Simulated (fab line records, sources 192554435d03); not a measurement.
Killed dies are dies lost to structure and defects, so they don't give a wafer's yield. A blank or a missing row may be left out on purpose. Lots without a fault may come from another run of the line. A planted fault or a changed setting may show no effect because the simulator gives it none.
Which tool did it? | flow n5_finfet | 24 lots, 72 wafers sampled, at 5 steps of a route of 1938

WHAT THE GAUGES READ, wafer by wafer
N5_MOL_CONTACT_COAG_CD_MEAS_137: target cd 16 nm. Usual: cd_nm 15.8 nm, standard deviation 0.47.
lot  | measured     | on        | cd_nm (nm)     | flag
L074 | day 5 05:20  | cd_sem-02 | 15.6 15.6 15.9 |
L075 | day 5 13:15  | cd_sem-01 | 16.5 15.9 15.6 |
L076 | day 5 14:18  | cd_sem-03 | 16.1 15.8 15.4 |
L077 | day 5 22:55  | cd_sem-01 | 16.3 15.9 16.0 |
L078 | day 6 09:59  | cd_sem-01 | 16.6 16.4 16.2 |
L079 | day 6 10:11  | cd_sem-03 | 16.1 15.9 15.7 |
L080 | day 7 00:31  | cd_sem-01 | 15.0 15.5 15.7 |
L081 | day 7 00:52  | cd_sem-03 | 16.1 16.1 15.3 |
L082 | day 7 04:42  | cd_sem-01 | 16.1 16.5 15.9 |
L083 | day 7 10:34  | cd_sem-01 | 15.6 15.8 16.1 |
L084 | day 7 15:41  | cd_sem-01 | 15.8 15.6 15.7 |
L085 | day 8 00:25  | cd_sem-02 | 16.5 15.9 16.1 |
L086 | day 8 09:20  | cd_sem-03 | 16.3 15.3 15.8 |
L087 | day 8 14:47  | cd_sem-01 | 15.7 16.2 16.1 |
L088 | day 8 22:34  | cd_sem-03 | 15.0 15.5 14.9 |
L089 | day 9 01:08  | cd_sem-03 | 15.6 15.8 15.4 |
L090 | day 9 06:55  | cd_sem-03 | 15.3 15.8 15.5 |
L091 | day 9 18:07  | cd_sem-03 | 15.9 15.1 15.1 |
L092 | day 9 19:36  | cd_sem-01 | 15.5 16.0 16.2 |
L093 | day 10 02:35 | cd_sem-03 | 15.9 15.7 16.3 |
L094 | day 10 05:01 | cd_sem-02 | 16.3 15.4 15.7 |
L095 | day 10 09:35 | cd_sem-01 | 16.4 15.9 17.2 |
L096 | day 11 00:04 | cd_sem-01 | 16.1 15.9 16.1 |
L097 | day 11 05:25 | cd_sem-01 | 15.6 15.0 15.7 |

N5_MOL_CONTACT_COAG_INSPECT_97: inspects for defects (darkfield). Usual: raw_defect_count 45, standard deviation 19.
lot  | measured     | on                | raw_defect_count | flag
L074 | day 5 10:40  | defect_inspect-02 | 32 54 47         |
L075 | day 5 18:38  | defect_inspect-01 | 82 41 65         |
L076 | day 5 21:40  | defect_inspect-01 | 32 44 60         |
L077 | day 6 04:28  | defect_inspect-02 | 52 31 50         |
L078 | day 6 15:49  | defect_inspect-01 | 25 23 18         |
L079 | day 6 18:47  | defect_inspect-01 | 35 30 56         |
L080 | day 7 05:43  | defect_inspect-01 | 54 45 50         |
L081 | day 7 08:44  | defect_inspect-01 | 60 60 52         |
L082 | day 7 11:42  | defect_inspect-01 | 47 89 114        |
L083 | day 7 17:13  | defect_inspect-02 | 41 26 22         |
L084 | day 7 21:08  | defect_inspect-01 | 39 37 38         |
L085 | day 8 05:56  | defect_inspect-02 | 42 38 19         |
L086 | day 8 14:37  | defect_inspect-02 | 24 22 54         |
L087 | day 8 19:53  | defect_inspect-02 | 24 24 24         |
L088 | day 9 04:22  | defect_inspect-02 | 106 41 37        |
L089 | day 9 07:21  | defect_inspect-01 | 43 48 44         |
L090 | day 9 12:04  | defect_inspect-01 | 59 30 46         |
L091 | day 9 23:34  | defect_inspect-01 | 47 69 40         |
L092 | day 10 02:34 | defect_inspect-02 | 48 34 50         |
L093 | day 10 07:57 | defect_inspect-01 | 21 42 30         |
L094 | day 10 10:58 | defect_inspect-02 | 37 37 51         |
L095 | day 10 14:59 | defect_inspect-01 | 31 42 41         |
L096 | day 11 05:14 | defect_inspect-02 | 41 37 77         |
L097 | day 11 10:56 | defect_inspect-02 | 34 39 36         |

N5_BEOL_M0_SAQP_CD_MEAS_25: target cd 13.1 nm. Usual: cd_nm 12.79 nm, standard deviation 0.27.
lot  | measured     | on        | cd_nm (nm)        | flag
L074 | day 5 14:22  | cd_sem-02 | 12.60 12.33 12.46 |
L075 | day 5 21:39  | cd_sem-03 | 12.75 13.27 12.62 |
L076 | day 6 02:22  | cd_sem-03 | 12.88 12.95 13.11 |
L077 | day 6 08:54  | cd_sem-02 | 12.63 12.94 13.06 |
L078 | day 6 19:21  | cd_sem-03 | 13.08 12.61 12.71 |
L079 | day 6 22:31  | cd_sem-01 | 12.45 12.86 12.78 |
L080 | day 7 10:37  | cd_sem-01 | 12.50 12.88 12.87 |
L081 | day 7 12:26  | cd_sem-03 | 12.69 12.93 12.99 |
L082 | day 7 17:25  | cd_sem-03 | 13.07 12.77 13.15 |
L083 | day 7 22:19  | cd_sem-03 | 12.68 13.18 12.75 |
L084 | day 8 05:05  | cd_sem-01 | 12.67 12.65 12.71 |
L085 | day 8 10:16  | cd_sem-01 | 12.82 12.43 12.95 |
L086 | day 8 19:46  | cd_sem-02 | 13.14 12.46 12.31 |
L087 | day 9 01:22  | cd_sem-01 | 12.86 12.44 13.07 |
L088 | day 9 07:35  | cd_sem-01 | 12.46 12.82 12.98 |
L089 | day 9 10:54  | cd_sem-03 | 12.86 12.66 12.95 |
L090 | day 9 18:49  | cd_sem-03 | 13.12 12.92 12.82 |
L091 | day 10 03:08 | cd_sem-01 | 12.95 13.29 12.62 |
L092 | day 10 07:13 | cd_sem-03 | 12.91 12.10 12.51 |
L093 | day 10 13:46 | cd_sem-02 | 12.15 13.16 12.27 |
L094 | day 10 16:13 | cd_sem-03 | 12.41 12.51 12.51 |
L095 | day 10 17:44 | cd_sem-01 | 12.83 12.96 12.29 |
L096 | day 11 08:56 | cd_sem-01 | 12.87 12.87 12.33 |
L097 | day 11 15:28 | cd_sem-02 | 12.94 12.76 12.86 |

WHICH TOOL RAN EACH LOT (tool, then ch and the chambers of the sampled wafers, then the start)
lot  | N5_MOL_CONTACT_COAG_ALD_27        | N5_MOL_CONTACT_COAG_STRIP_49
L074 | ald_sin-02 ch 0,2,3, day 5 01:07  | plasma_asher-01 ch 0,1, day 5 06:43
L075 | ald_sin-03 ch 0,1,2, day 5 08:34  | plasma_asher-02 ch 0,1, day 5 14:41
L076 | ald_sin-02 ch 1,2,3, day 5 09:22  | plasma_asher-01 ch 0,1, day 5 15:38
L077 | ald_sin-02 ch 1,2, day 5 19:14    | plasma_asher-02 ch 0,1, day 6 00:27
L078 | ald_sin-03 ch 0,3, day 6 03:37    | plasma_asher-01 ch 1, day 6 11:50
L079 | ald_sin-04 ch 0,2,3, day 6 05:26  | plasma_asher-02 ch 0,1, day 6 12:03
L080 | ald_sin-03 ch 0,2,3, day 6 20:07  | plasma_asher-02 ch 0,1, day 7 01:45
L081 | ald_sin-02 ch 2,3, day 6 20:19    | plasma_asher-02 ch 0, day 7 02:27
L082 | ald_sin-02 ch 0,2,3, day 7 01:02  | plasma_asher-02 ch 0,1, day 7 06:36
L083 | ald_sin-04 ch 0,1,3, day 7 06:16  | plasma_asher-01 ch 0,1, day 7 13:14
L084 | ald_sin-04 ch 2,3, day 7 11:08    | plasma_asher-02 ch 1, day 7 17:11
L085 | ald_sin-04 ch 0,1,3, day 7 19:20  | plasma_asher-01 ch 0,1, day 8 01:59
L086 | ald_sin-02 ch 0,3, day 8 04:27    | plasma_asher-02 ch 0,1, day 8 10:39
L087 | ald_sin-02 ch 0,2,3, day 8 10:14  | plasma_asher-02 ch 0,1, day 8 15:53
L088 | ald_sin-02 ch 1,2, day 8 16:52    | plasma_asher-02 ch 0,1, day 9 00:25
L089 | ald_sin-04 ch 0,1,3, day 8 20:22  | plasma_asher-01 ch 0,1, day 9 02:19
L090 | ald_sin-02 ch 1,2,3, day 9 02:34  | plasma_asher-01 ch 0,1, day 9 08:02
L091 | ald_sin-04 ch 0,1,3, day 9 12:22  | plasma_asher-01 ch 0,1, day 9 19:37
L092 | ald_sin-02 ch 1,2,3, day 9 12:45  | plasma_asher-01 ch 0,1, day 9 21:29
L093 | ald_sin-02 ch 0,3, day 9 21:16    | plasma_asher-02 ch 0,1, day 10 03:50
L094 | ald_sin-04 ch 0,2, day 10 01:14   | plasma_asher-01 ch 0,1, day 10 06:16
L095 | ald_sin-04 ch 0,1, day 10 05:53   | plasma_asher-02 ch 0,1, day 10 11:02
L096 | ald_sin-02 ch 0,3, day 10 19:53   | plasma_asher-01 ch 0,1, day 11 01:18
L097 | ald_sin-04 ch 0,2,3, day 11 00:49 | plasma_asher-01 ch 0,1, day 11 06:58
- N5_MOL_CONTACT_COAG_ALD_27: deposits SiOC, target thk 17 nm, pulse time 1.5 s, time 2720 s.
- N5_MOL_CONTACT_COAG_STRIP_49: strips in N2/H2, time 30 s.

WHAT THE TOOLS THEMSELVES READ (means of the sampled wafers that have a number; where no wafer has one, the mark that the record gives instead)
N5_MOL_CONTACT_COAG_ALD_27. Usual: chamber_pressure_Torr 2.000 Torr, standard deviation 0.0045; heater_power_outer_w 508 W, standard deviation 49; heater_power_w 819 W, standard deviation 78; precursor_pulse_height_rel 0.997, standard deviation 0.021.
lot  | tool       | chamber_pressure_Torr (Torr) | heater_power_outer_w (W) | heater_power_w (W) | precursor_pulse_height_rel | flag
L074 | ald_sin-02 | 2.002                        | 504                      | 815                | 1.008                      |
L075 | ald_sin-03 | 1.997                        | 499                      | 799                | 1.023                      |
L076 | ald_sin-02 | 2.002                        | 513                      | 824                | 0.992                      |
L077 | ald_sin-02 | 2.004                        | 549                      | 863                | 1.015                      |
L078 | ald_sin-03 | 2.000                        | 484                      | 762                | 1.005                      |
L079 | ald_sin-04 | 2.005                        | 518                      | 848                | 0.987                      |
L080 | ald_sin-03 | 2.003                        | 493                      | 800                | 1.000                      |
L081 | ald_sin-02 | 1.999                        | 491                      | 807                | 0.990                      |
L082 | ald_sin-02 | 2.004                        | 503                      | 813                | 0.998                      |
L083 | ald_sin-04 | 2.005                        | 505                      | 815                | 0.975                      |
L084 | ald_sin-04 | 2.002                        | 577                      | 905                | 0.990                      |
L085 | ald_sin-04 | 2.001                        | 501                      | 822                | 1.015                      |
L086 | ald_sin-02 | 1.997                        | 466                      | 766                | 0.984                      |
L087 | ald_sin-02 | 2.001                        | 503                      | 828                | 1.000                      |
L088 | ald_sin-02 | 1.996                        | 547                      | 874                | 0.990                      |
L089 | ald_sin-04 | 2.002                        | 502                      | 827                | 0.994                      |
L090 | ald_sin-02 | 2.000                        | 511                      | 821                | 0.996                      |
L091 | ald_sin-04 | 2.000                        | 499                      | 839                | 1.003                      |
L092 | ald_sin-02 | 1.999                        | 518                      | 829                | 0.996                      |
L093 | ald_sin-02 | 2.002                        | 496                      | 784                | 1.001                      |
L094 | ald_sin-04 | 2.000                        | 488                      | 775                | 1.006                      |
L095 | ald_sin-04 | 2.002                        | 468                      | 759                | 1.002                      |
L096 | ald_sin-02 | 1.999                        | 463                      | 762                | 0.971                      |
L097 | ald_sin-04 | 1.999                        | 541                      | 864                | 1.008                      |

N5_MOL_CONTACT_COAG_STRIP_49. Usual: drypump_motor_current_A 5.7 A, standard deviation 0.32; heater_power_w 354 W, standard deviation 11; temp_c 250.00 C, standard deviation 0.2.
lot  | tool            | drypump_motor_current_A (A) | heater_power_w (W) | temp_c (C) | flag
L074 | plasma_asher-01 | 5.4                         | 365                | 250.05     |
L075 | plasma_asher-02 | 5.9                         | 347                | 250.06     |
L076 | plasma_asher-01 | 5.4                         | 365                | 249.86     |
L077 | plasma_asher-02 | 5.8                         | 346                | 249.83     |
L078 | plasma_asher-01 | 5.5                         | 357                | 250.11     |
L079 | plasma_asher-02 | 6.0                         | 349                | 250.06     |
L080 | plasma_asher-02 | 6.0                         | 345                | 249.93     |
L081 | plasma_asher-02 | 5.7                         | 338                | 249.98     |
L082 | plasma_asher-02 | 6.0                         | 349                | 250.05     |
L083 | plasma_asher-01 | 5.4                         | 359                | 250.08     |
L084 | plasma_asher-02 | 6.2                         | 357                | 250.17     |
L085 | plasma_asher-01 | 5.4                         | 358                | 249.83     |
L086 | plasma_asher-02 | 5.8                         | 346                | 250.14     |
L087 | plasma_asher-02 | 5.8                         | 348                | 249.77     |
L088 | plasma_asher-02 | 5.9                         | 347                | 249.91     |
L089 | plasma_asher-01 | 5.4                         | 358                | 250.02     |
L090 | plasma_asher-01 | 5.4                         | 360                | 250.13     |
L091 | plasma_asher-01 | 5.4                         | 363                | 249.91     |
L092 | plasma_asher-01 | 5.4                         | 363                | 249.99     |
L093 | plasma_asher-02 | 5.8                         | 342                | 249.90     |
L094 | plasma_asher-01 | 5.4                         | 363                | 249.82     |
L095 | plasma_asher-02 | 6.0                         | 347                | 249.82     |
L096 | plasma_asher-01 | 5.4                         | 362                | 250.22     |
L097 | plasma_asher-01 | 5.4                         | 367                | 250.23     |

THE ANSWER, worked out from the rows above alone
Rule: a lot is off if the mean of its wafers that have a number lies more than 3 standard deviations from the usual mean. A lot without any number at a reading at which 4 lots or more have one is off too. The other lots that the step has rows for count as sound. The gauges are gone through in route order, then the tools' own readings, and for those a lot's mean is taken as printed above. The first step at which some lot is off is used, and at that step the reading that is off furthest; a lot without a number counts as furthest.
No lot is off at any reading shown: from this, nothing can be told.

WHAT THE SIMULATOR HAD PUT IN
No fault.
